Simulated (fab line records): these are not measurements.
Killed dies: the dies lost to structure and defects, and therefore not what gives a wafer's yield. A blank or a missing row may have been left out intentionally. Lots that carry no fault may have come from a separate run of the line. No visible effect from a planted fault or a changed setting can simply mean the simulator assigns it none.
Chamber matching + flow nand harc + rie diel-02 running NHARC_P_M1_ETCH_35: 4 sister chambers
The step etches the open film in N2/H2, target depth 40 nm, overetch 12 nm, time 43.94 s. 8 wafers are shown with their chamber, then 8 later ones without.

## WAFERS PAIRED WITH THEIR CHAMBERS
| wafer  | chamber | drypump motor current A (A) | rf vpp V (V) |
|--------|---------|-----------------------------|--------------|
| L509.4 | 1       | 6.2                         | 432          |
| L506.5 | 1       | 6.3                         | 434          |
| L514.2 | 3       | 5.1                         | 427          |
| L514.5 | 0       | 5.7                         | 435          |
| L519.1 | 0       | 5.7                         | 435          |
| L519.2 | 2       | 4.8                         | 429          |
| L519.6 | 2       | 4.8                         | 429          |
| L523.4 | 3       | 5.0                         | 429          |

## WAFERS WITH NO CHAMBER GIVEN
| wafer  | drypump motor current A (A) | rf vpp V (V) |
|--------|-----------------------------|--------------|
| L523.5 | 5.7                         | 435          |
| L523.6 | 6.2                         | 433          |
| L525.1 | 4.8                         | 428          |
| L525.2 | 6.2                         | 432          |
| L525.6 | 5.7                         | 435          |
| L528.1 | 5.0                         | 428          |
| L528.4 | 6.2                         | 433          |
| L528.5 | 5.7                         | 435          |

## EACH ONE'S CHAMBER
| wafer  | from the rows above | in truth |
|--------|---------------------|----------|
| L523.5 | 0                   | 0        |
| L523.6 | 1                   | 1        |
| L525.1 | 2                   | 2        |
| L525.2 | 1                   | 1        |
| L525.6 | 0                   | 0        |
| L528.1 | 3                   | 3        |
| L528.4 | 1                   | 1        |
| L528.5 | 0                   | 0        |
Correct placement for 8 of the 8. Left unplaced by these rows: 0. Wrongly placed: 0.
How it was worked out, from the rows above alone: a wafer's distance from a chamber is the root of the sum, over the readings, of the square of ((its reading less the chamber's mean) divided by the reading's scatter). The wafer belongs to the nearest chamber; if the next one is less than 2 further off, it can't be placed. The mean given for a chamber averages the wafers shown for that chamber. The scatter is the square root of a quotient: the sum, over the shown wafers, of each reading's squared deviation from its chamber's mean, divided by wafers minus chambers.
